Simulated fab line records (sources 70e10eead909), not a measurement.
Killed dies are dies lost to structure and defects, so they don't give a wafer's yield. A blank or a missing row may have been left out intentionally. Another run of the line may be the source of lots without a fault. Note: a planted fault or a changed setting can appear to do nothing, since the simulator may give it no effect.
fab line records    flow nand_harc
record lots=6  wafers=18  last_day=33
route steps=1302 shown A_SLIT@945 A_SIN_REMOVE@947 A_WL_FILL@952
lots that met no fault: taken from a fault-free run of the same line
start_h: the number of hours between the record's first day and the start of the first shown wafer of the lot    wait_h: time in hours since the lot's previous step    " as in the row above    L1.1+2: one row covering several wafers at once    - value missing, or start not given    * or withheld: withheld    < > ~ a bound
route shown NAME@n: a module of which the file shows steps, and the number in the route of the first    usual: mean and standard deviation over wafers with no fault    same: alike in all rows    chamber/n: place in a boat    sites: per-site readings    _std_site: standard deviation across them    _edge_site: mean of outer sites minus mean of inner sites    radius_mm: for every site, how far away it sits from the centre of the wafer    mask NAME#n: copy n    behind: the last tool/chamber to shape the wafer    hold: what put the lot on hold/how long, in hours/how the hold closed    device: transistor that didn't switch, given as n, p or np    end of line: at the end of the route, the tests of the same wafers    a step with no rows: only its recipe    killed: not the wafer's yield, but the dies lost to structure and defects at the first sort    map: dies across one wafer; x = killed, . = not, _ = none there
set.NAME: the setting as run; set.NAME@STEP: as run at that earlier step    model.NAME: the simulator's own value behind a step, which no gauge read
lots at some steps of the route; a table a step, a row a wafer
services: when a tool's chamber went out of use (start_h, in hours from the record's first day, below 0 if earlier), for how many hours, and the reason
## steps
# step NHARC_A_SLIT_SRD_20
# step NHARC_A_SLIT_CD_MEAS_21
# usual cd_nm=289.8/0.85
lot.wafer  tool       chamber  start_h  wait_h  cd_nm
L360.2     cd_sem-03  -        469.46   -       290.3
L360.3     "          -        "        "       289.6
L360.6     "          -        "        "       289.4
L359.1     cd_sem-03  -        470.53   -       289.2
L359.4     "          -        "        "       289.1
L359.5     "          -        "        "       289.3
L358.1     cd_sem-02  -        474.29   -       288.4
L358.2     "          -        "        "       288.0
L358.3     "          -        "        "       287.9
L363.4     cd_sem-03  -        493.13   -       290.3
L363.5     "          -        "        "       290.4
L363.6     "          -        "        "       289.6
L380.2     cd_sem-03  -        657.49   0.1     288.3
L380.4     "          -        "        "       290.1
L380.5     "          -        "        "       289.5
L381.1     cd_sem-01  -        692.35   -       289.0
L381.2     "          -        "        "       289.7
L381.5     "          -        "        "       290.0
# step NHARC_A_SIN_REMOVE_WET_00
# recipe temp_c=160  time_s=15300  chemistry=H3PO4
# step NHARC_A_SIN_REMOVE_PRECLEAN_01
# recipe time_s=*  temp_c=50  bath_age_min=0  chemistry=SC1
# step NHARC_A_SIN_REMOVE_SRD_02
# step NHARC_A_SIN_REMOVE_INSPECT_04
# usual raw_defect_count=392/86
lot.wafer  tool               chamber  start_h  wait_h  raw_defect_count
L360.2     defect_inspect-02  -        476.07   0.0     331
L360.3     "                  -        "        "       304
L360.6     "                  -        "        "       338
L359.1     defect_inspect-01  -        476.08   0.0     312
L359.4     "                  -        "        "       322
L359.5     "                  -        "        "       276
L358.1     defect_inspect-02  -        480.94   0.0     355
L358.2     "                  -        "        "       380
L358.3     "                  -        "        "       420
L363.4     defect_inspect-01  -        499.79   0.0     263
L363.5     "                  -        "        "       481
L363.6     "                  -        "        "       278
L380.2     defect_inspect-02  -        664.45   0.0     485
L380.4     "                  -        "        "       491
L380.5     "                  -        "        "       377
L381.1     defect_inspect-02  -        698.88   0.0     333
L381.2     "                  -        "        "       366
L381.5     "                  -        "        "       426
# step NHARC_A_WL_FILL_ALD_00
# recipe target_thk_a=30  pulse_time_s=3  ald_cycles=30  temp_c=300  material=Al2O3
# usual heater_power_w=447/41  precursor_pulse_height_rel=1.000/0.018
lot.wafer  tool       chamber  start_h  wait_h  heater_power_w  precursor_pulse_height_rel  since_wet_clean_h
L360.3     ald_hk-03  0        476.13   0.1     432             1.007                       76
L360.2     "          2        "        "       401             1.004                       76
L360.6     "          0        "        "       445             0.993                       -
L359.4     ald_hk-04  2        476.15   0.1     468             1.023                       33
L359.1     "          1        "        "       501             1.010                       34
L359.5     "          2        "        "       484             0.981                       -
L358.3     ald_hk-04  1        481.01   0.1     500             1.002                       38
L358.2     "          2        "        "       475             0.978                       38
L358.1     "          0        "        "       380             0.975                       38
L363.4     ald_hk-03  2        499.88   0.1     409             1.010                       100
L363.5     "          1        "        "       468             0.979                       -
L363.6     "          2        "        "       407             0.991                       -
L380.2     ald_hk-04  3        664.58   0.1     429             0.956                       44
L380.4     "          0        "        "       379             1.023                       44
L380.5     "          2        "        "       493             1.004                       -
L381.2     ald_hk-04  3        698.98   0.1     429             0.995                       78
L381.1     "          1        "        "       487             1.028                       78
L381.5     "          2        "        "       482             0.991                       -
# step NHARC_A_WL_FILL_RTA_01
# recipe temp_c=1000  time_s=5
# usual lamp_power_pct=28.5/2.9  wafer_temp_C_max=1005.8/1.3
lot.wafer  tool           chamber  start_h  wait_h  lamp_power_pct  wafer_temp_C_max
L360.2     rtp_anneal-01  0        476.43   -       31.9            1004.2
L360.3     "              0        "        "       31.9            1004.8
L360.6     "              0        "        "       31.9            1004.3
L359.1     rtp_anneal-02  0        476.60   0.2     26.0            1006.8
L359.4     "              0        "        "       26.1            1006.3
L359.5     "              0        "        "       26.1            1006.9
L358.1     rtp_anneal-01  0        481.44   0.2     31.8            1004.2
L358.2     "              0        "        "       31.9            1005.2
L358.3     "              0        "        "       31.9            1004.8
L363.4     rtp_anneal-02  0        500.20   -       26.0            1005.0
L363.5     "              0        "        "       26.0            1008.8
L363.6     "              0        "        "       26.0            1008.5
L380.2     rtp_anneal-02  0        664.81   -       26.0            1006.4
L380.4     "              0        "        "       26.0            1006.8
L380.5     "              0        "        "       26.0            1006.1
L381.1     rtp_anneal-01  0        699.22   -       31.9            1004.6
L381.2     "              0        "        "       31.8            1006.2
L381.5     "              0        "        "       31.9            1003.8
# step NHARC_A_WL_FILL_ALD_02
# recipe target_thk_a=20  pulse_time_s=3  ald_cycles=100  temp_c=450  material=TiN
# usual heater_power_w=1073/100  precursor_pulse_height_rel=0.997/0.02
lot.wafer  tool          chamber  start_h  wait_h  heater_power_w  precursor_pulse_height_rel  since_wet_clean_h
L360.2     ald_metal-03  3        476.66   0.2     1029            1.008                       77
L360.3     "             1        "        "       1057            0.981                       77
L360.6     "             3        "        "       1024            1.003                       -
L359.1     ald_metal-01  1        476.90   0.3     1131            1.050                       119
L359.4     "             2        "        "       891             1.010                       119
L359.5     "             0        "        "       964             0.975                       -
L358.1     ald_metal-03  0        481.65   0.2     1058            0.991                       82
L358.3     "             1        "        "       1085            0.979                       82
L358.2     "             2        "        "       1171            1.011                       82
L363.4     ald_metal-03  0        500.36   0.1     1079            1.026                       100
L363.6     "             3        "        "       1049            1.017                       -
L363.5     "             0        "        "       1097            1.010                       -
L380.2     ald_metal-04  0        665.05   0.2     1315            0.978                       3
L380.5     "             3        "        "       1083            0.973                       -
L380.4     "             0        "        "       1291            0.951                       -
L381.1     ald_metal-04  0        699.47   0.2     1267            1.008                       38
L381.2     "             2        "        "       1120            0.981                       38
L381.5     "             0        "        "       1310            1.013                       -
# step NHARC_A_WL_FILL_CVD_03
# recipe target_thk_a=400  temp_c=300  pressure_torr=40  wf6_flow_sccm=40  h2_flow_sccm=1600  ar_flow_sccm=1560  time_s=279  material=W
# usual chamber_pressure_Torr=40.01/0.088  heater_power_w=445/24  throttle_valve_pct=7.77/0.23
lot.wafer  tool      chamber  start_h  wait_h  chamber_pressure_Torr  heater_power_w  since_wet_clean_h  throttle_valve_pct
L360.2     cvd_w-01  1        477.11   0.1     39.99                  482             98                 7.95
L360.3     "         1        "        "       40.09                  468             -                  7.46
L360.6     "         0        "        "       39.86                  460             -                  7.82
L359.1     cvd_w-02  1        477.26   0.1     40.21                  443             14                 7.66
L359.4     "         0        "        "       39.92                  411             -                  7.81
L359.5     "         1        "        "       40.13                  436             -                  7.55
L358.2     cvd_w-02  0        482.09   0.1     39.87                  416             19                 7.96
L358.1     "         1        "        "       39.96                  441             19                 7.54
L358.3     "         1        "        "       39.97                  433             -                  7.58
L363.4     cvd_w-01  1        500.87   0.2     39.99                  482             -                  7.53
L363.6     "         1        "        "       40.07                  462             -                  7.62
L363.5     "         0        "        "       40.08                  463             -                  7.61
L380.2     cvd_w-01  0        665.51   0.1     40.00                  475             106                7.44
L380.4     "         1        "        "       40.14                  433             -                  7.94
L380.5     "         0        "        "       39.82                  473             -                  7.50
L381.2     cvd_w-02  0        699.86   0.1     39.91                  410             56                 7.95
L381.1     "         1        "        "       39.99                  419             56                 7.59
L381.5     "         0        "        "       40.00                  407             -                  7.81
# step NHARC_A_WL_FILL_ETCHBACK_04
# recipe target_depth_a=600  time_s=120  chemistry=NF3
# usual drypump_motor_current_A=5.8/0.39  oes_product_au=0.997/0.0093  run_length_s=141.3/0.34
lot.wafer  tool          chamber  start_h  wait_h  drypump_motor_current_A  oes_product_au  rf_hours_counter_h  run_length_s
L360.2     rie_metal-01  0        477.43   0.3     6.5                      1.007           1.3                 141.1
L360.3     "             0        "        "       6.5                      0.998           -                   140.8
L360.6     "             1        "        "       5.7                      1.000           -                   141.4
L359.1     rie_metal-02  1        477.64   0.3     6.0                      1.006           0.2                 141.6
L359.4     "             0        "        "       5.4                      0.980           -                   141.6
L359.5     "             1        "        "       6.0                      1.009           -                   141.4
L358.1     rie_metal-01  1        482.46   0.3     5.7                      0.997           1.5                 141.6
L358.2     "             0        "        "       6.5                      1.008           1.5                 140.6
L358.3     "             0        "        "       6.5                      1.007           -                   140.9
L363.4     rie_metal-03  0        501.34   0.4     5.4                      1.003           -                   141.4
L363.5     "             0        "        "       5.4                      0.994           -                   141.1
L363.6     "             0        "        "       5.4                      1.009           -                   141.1
L380.2     rie_metal-01  0        665.88   0.3     6.5                      1.002           1.5                 140.5
L380.4     "             1        "        "       5.8                      0.983           -                   100.2
L380.5     "             1        "        "       5.8                      0.999           -                   141.6
L381.2     rie_metal-01  1        700.24   0.3     5.7                      1.001           2.1                 141.2
L381.1     "             0        "        "       6.5                      1.005           2.1                 99.6
L381.5     "             1        "        "       5.8                      1.001           -                   141.1
# step NHARC_A_WL_FILL_ETCHBACK_05
# recipe target_depth_a=220  time_s=60  temp_c=40  chemistry=Cl2/BCl3
# usual drypump_motor_current_A=5.8/0.39  oes_product_au=0.997/0.0091  run_length_s=81.4/0.4
lot.wafer  tool          chamber  start_h  wait_h  drypump_motor_current_A  oes_product_au  rf_hours_counter_h  run_length_s
L360.2     rie_metal-01  0        477.68   0.2     6.5                      0.996           1.4                 80.6
L360.3     "             1        "        "       5.8                      0.995           -                   81.1
L360.6     "             1        "        "       5.7                      0.990           -                   81.7
L359.1     rie_metal-02  1        477.96   0.3     6.0                      1.010           0.4                 81.6
L359.4     "             1        "        "       6.0                      1.001           -                   81.8
L359.5     "             0        "        "       5.4                      0.980           -                   82.1
L358.1     rie_metal-01  0        482.71   0.2     6.5                      1.003           1.6                 80.6
L358.2     "             1        "        "       5.7                      1.002           1.6                 81.3
L358.3     "             1        "        "       5.8                      1.001           -                   81.4
L363.4     rie_metal-03  0        501.65   0.2     5.4                      1.006           -                   81.2
L363.5     "             0        "        "       5.4                      1.004           -                   81.3
L363.6     "             0        "        "       5.4                      1.001           -                   80.9
L380.2     rie_metal-01  1        666.12   0.2     5.7                      1.005           1.6                 81.1
L380.4     "             1        "        "       5.7                      0.992           -                   81.4
L380.5     "             0        "        "       6.5                      1.010           -                   80.8
L381.2     rie_metal-01  1        700.48   0.2     5.7                      1.002           2.2                 81.1
L381.1     "             0        "        "       6.5                      0.998           2.2                 80.6
L381.5     "             0        "        "       6.5                      0.994           -                   80.9
## services
tool          chamber  start_h  hours  kind
rie_metal-02  -        454.04   9.0    pm
rie_metal-03  0        467.98   15.2   repair
cvd_w-01      -        470.51   0.5    repair
ald_metal-04  -        474.00   10.0   pm
rie_metal-03  1        475.48   27.0   repair
cvd_w-01      -        508.18   0.5    repair
rie_metal-03  -        519.00   9.0    pm
rie_metal-01  0        535.62   14.3   repair
cvd_w-02      1        546.98   16.6   repair
cvd_w-01      -        547.00   13.0   pm
rie_metal-01  1        547.60   2.7    repair
ald_metal-03  -        568.00   10.0   pm
ald_hk-03     -        568.38   10.0   pm
rie_metal-01  -        575.00   9.0    pm
ald_metal-04  0        576.18   29.7   repair
ald_metal-04  -        577.94   1.7    repair
ald_metal-03  -        581.42   0.8    repair
ald_hk-04     -        610.81   10.0   pm
cvd_w-01      1        616.02   3.0    repair
ald_hk-03     -        625.65   0.5    repair
cvd_w-02      -        631.00   13.0   pm
rie_metal-02  -        631.04   9.0    pm
ald_metal-04  1        643.60   27.2   repair
cvd_w-01      0        672.74   5.0    repair
## key
first_sign step=NHARC_A_WL_FILL_ETCHBACK_04  reading=run_length_s  direction=down  sigmas=99+  usual=*  struck=*
effect none on later readings
met_at NHARC_A_WL_FILL_ETCHBACK_04
struck_wafers L380.4,L381.1
later_rows_left_out L380.4,L381.1
sort_left_out L380.4,L381.1
tester_left_out L380,L381
onset_between 482.46 665.88
fault kind=process_parameter_drift  tool=rie_metal-01  chamber=-  onset_h=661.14  steps=NHARC_A_WL_FILL_ETCHBACK_04  channel=time_s  offset=*  shape=step  end_h=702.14  scope=struck_wafers_only  acts_in=*  stated=*
# tester_left_out: of these lots the tester's yield and bins aren't shown, on N5 and GAA mostly nor the transistor test; their killed dies are dies lost to structure and defects alone, not to doping, threshold or leakage, so they don't give the yield
# sort_left_out: the simulated sort isn't trusted on such a fault, so these wafers' sort isn't shown, and their yield isn't known
# later_rows_left_out: the simulator's readings of these wafers behind a module that went badly wrong aren't trusted and aren't shown, but for the sort
